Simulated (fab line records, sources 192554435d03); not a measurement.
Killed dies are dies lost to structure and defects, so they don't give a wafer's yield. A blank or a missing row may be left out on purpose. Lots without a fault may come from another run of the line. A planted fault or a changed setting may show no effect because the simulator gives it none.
Which tool did it? | flow n5_finfet | 10 lots, 30 wafers sampled, at 5 steps of a route of 1938

WHAT THE GAUGES READ, wafer by wafer
N5_BEOL_M4_RC_MEAS_101.
lot  | measured     | on        | DIBL_N (mV/V)
L308 | day 8 14:56  | prober-02 | 35.3 35.4 36.0
L312 | day 9 10:04  | prober-01 | 34.1 35.3 36.0
L314 | day 10 08:11 | prober-01 | 37.8 38.1 36.6
L320 | day 11 12:03 | prober-01 | 36.9 37.7 36.5
L324 | day 12 15:20 | prober-02 | 34.5 34.9 34.1
L325 | day 12 22:56 | prober-01 | 36.6 36.3 35.4
L326 | day 12 22:28 | prober-02 | 39.1 38.5 37.6
L327 | day 13 16:23 | prober-01 | 35.4 36.3 37.0
L328 | day 13 18:04 | prober-01 | 35.9 37.2 34.9
L329 | day 13 23:38 | prober-02 | 35.6 34.9 33.5

WHICH TOOL RAN EACH LOT (tool, then ch and the chambers of the sampled wafers, then the start)
lot  | N5_BEOL_M0_SAQP_SPACER1_ALD_98    | N5_BEOL_M0_SAQP_ETCH_102         | N5_BEOL_M0_SAQP_SPACER2_ALD_26    | N5_BEOL_M0_SAQP_COAT_69
L308 | ald_sin-03 ch 0,1,2, day 6 05:20  | rie_si-06 ch 0,2,3, day 6 06:10  | ald_sin-03 ch 0,1,3, day 6 07:07  | litho_track-01 ch 0, day 6 07:54
L312 | ald_sin-01 ch 0,2, day 7 03:11    | rie_si-05 ch 0,1,3, day 7 04:00  | ald_sin-02 ch 0,2, day 7 04:52    | litho_track-03 ch 0, day 7 05:39
L314 | ald_sin-01 ch 1,2,3, day 7 22:07  | rie_si-06 ch 0,1,2, day 7 22:56  | ald_sin-02 ch 2,3, day 8 00:26    | litho_track-03 ch 0, day 8 01:20
L320 | ald_sin-02 ch 0,1,3, day 9 03:59  | rie_si-06 ch 1,2, day 9 04:49    | ald_sin-03 ch 0,2, day 9 05:56    | litho_track-04 ch 0, day 9 06:46
L324 | ald_sin-01 ch 1,2,3, day 9 23:27  | rie_si-02 ch 0,1,2, day 10 00:16 | ald_sin-03 ch 1,3, day 10 01:28   | litho_track-03 ch 0, day 10 02:17
L325 | ald_sin-03 ch 1,2,3, day 10 11:54 | rie_si-06 ch 0,2, day 10 12:49   | ald_sin-01 ch 1,2, day 10 14:36   | litho_track-04 ch 0, day 10 15:26
L326 | ald_sin-02 ch 0,2,3, day 10 13:52 | rie_si-02 ch 0,1,3, day 10 14:43 | ald_sin-01 ch 1,2,3, day 10 15:38 | litho_track-01 ch 0, day 10 16:32
L327 | ald_sin-01 ch 0,1,3, day 11 01:29 | rie_si-05 ch 1,2, day 11 02:18   | ald_sin-02 ch 0,1,3, day 11 03:19 | litho_track-03 ch 0, day 11 04:05
L328 | ald_sin-01 ch 0,3, day 11 02:24   | rie_si-05 ch 0,1,2, day 11 03:25 | ald_sin-02 ch 0,2,3, day 11 04:16 | litho_track-01 ch 0, day 11 05:07
L329 | ald_sin-03 ch 0,2,3, day 11 13:16 | rie_si-05 ch 1,2,3, day 11 14:05 | ald_sin-03 ch 0,1,3, day 11 14:58 | litho_track-04 ch 0, day 11 15:47
- N5_BEOL_M0_SAQP_SPACER1_ALD_98: deposits SiO2, target thk 12.8 nm, pulse time 1 s, purge time 2 s.
- N5_BEOL_M0_SAQP_ETCH_102: etches SiO2 in CF4, target depth 4 nm, time 4.4 s.
- N5_BEOL_M0_SAQP_SPACER2_ALD_26: deposits SiO2, target thk 15 nm, pulse time 1 s, purge time 2 s.
- N5_BEOL_M0_SAQP_COAT_69: time 60 s, resist thk 90 nm.

THE ANSWER, worked out from the rows above alone
Rule: what is usual is taken from the lots themselves. Put in order of their means at a reading, lots are off if they are a third of the lots or fewer, leave a main group of 4 or more, and stand apart from it by a gap of 3 or more times the standard deviation of the main group's means; of several such gaps the widest counts. A main group whose means are all the same, to the digits that the tables above print for the reading, isn't used. A lot without any number at a reading at which 4 lots or more have one is off too. The other lots that the step has rows for count as sound.
No lot is off at any reading shown: from this, nothing can be told.

WHAT THE SIMULATOR HAD PUT IN
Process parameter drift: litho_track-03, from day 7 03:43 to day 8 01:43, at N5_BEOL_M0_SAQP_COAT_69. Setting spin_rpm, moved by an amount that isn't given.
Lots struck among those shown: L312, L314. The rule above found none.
